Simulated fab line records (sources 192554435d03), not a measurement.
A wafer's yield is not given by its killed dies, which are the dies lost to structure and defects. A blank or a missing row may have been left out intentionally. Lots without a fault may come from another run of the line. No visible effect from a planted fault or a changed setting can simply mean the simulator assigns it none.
Split-lot study    flow n5Finfet    21 wafers read from 7 lots, route of 1938 steps

ON THE SPLIT
At N5_GATE_CUT_ETCH_58 (etches SiNx in CH3F/O2, target depth 17 nm, time 128.6 s), the setting timeS was moved away from the recipe's 128.6 s on 5 of the 21 wafers read, by -15.6% to +21.5%. The other wafers ran this setting at the recipe's value.

The reading comes from the split's own step.

THE READING
etch.depthNm (the simulator's own value, which no gauge read), in nm, at N5_GATE_CUT_ETCH_58 (etches SiNx in CH3F/O2, target depth 17 nm, time 128.6 s). There is no usual value for it anywhere in the file. Here, 16 wafers ran the recipe; their average is 17.11 nm with a standard deviation of 0.28 nm.

wafer   tool, chamber at the split  timeS as run, s  against the recipe  etch.depthNm, nm  against lot-mates on the recipe
L074.3  rieDiel-05, 1               128.6            recipe              16.67             -
L074.4  rieDiel-05, 0               128.6            recipe              16.75             -
L074.6  rieDiel-05, 3               109.2            -15.1%              14.19             -2.52
L075.2  rieDiel-05, 2               156.2            +21.5%              20.84             +3.86
L075.3  rieDiel-05, 0               128.6            recipe              16.8              -
L075.5  rieDiel-05, 2               128.6            recipe              17.15             -
L083.2  rieDiel-06, 1               128.6            recipe              17.17             -
L083.3  rieDiel-06, 0               128.6            recipe              17.04             -
L083.4  rieDiel-06, 1               128.6            recipe              17.37             -
L088.2  rieDiel-02, 2               128.6            recipe              17.74             -
L088.3  rieDiel-02, 0               128.6            recipe              17.21             -
L088.5  rieDiel-02, 0               128.6            recipe              17.1              -
L091.3  rieDiel-05, 2               108.5            -15.6%              14.44             -2.53
L091.4  rieDiel-05, 1               128.6            recipe              16.93             -
L091.5  rieDiel-05, 2               128.6            recipe              17.01             -
L096.1  rieDiel-02, 2               128.6            recipe              17.52             -
L096.2  rieDiel-02, 0               150.8            +17.3%              19.94             +2.54
L096.3  rieDiel-02, 1               128.6            recipe              17.28             -
L097.2  rieDiel-06, 3               146.5            +13.9%              19.21             +2.22
L097.3  rieDiel-06, 0               128.6            recipe              16.84             -
L097.4  rieDiel-06, 1               128.6            recipe              17.15             -

THE FIT
A straight line over all 21 wafers: etch.depthNm changes by +0.172 nm for each +1% of timeS; r = +0.98; the points scatter about the line by 0.27 nm.
The same after taking each lot's own level away (the mean of its wafers on the recipe; 21 wafers): +0.165 nm for each +1%; r = +0.99; scatter 0.18 nm.
Per that fit: largest timeS move, reading shift of 3.5 nm.
From 16.710 to 17.400 nm: that is the span of the lots' own levels, equal to 2.5 times the standard deviation above.
So the lot-to-lot level changes the slope little: the two slopes agree.
Check: +3.37 nm against its lot-mates is what the line predicts for one of the wafers moved furthest among these (+21.5%) when that wafer is left out of the fit. Against them it came out at +3.86 nm.

OTHER SPLITS ON THESE WAFERS
These wafers also went through other splits before the reading. Each is held against what the fit with the lots' levels taken away leaves over:
other split on the same wafers  wafers away from the commonest value  r with etch.depthNm (lot level and that fit taken away)
N5_HKMG_FIN_EXPOSE_46 doseMj    11                                    +0.10

FILE'S OWN FIT
etch.depthNm changes by +0.165 nm for each +1% of timeS, r = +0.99.
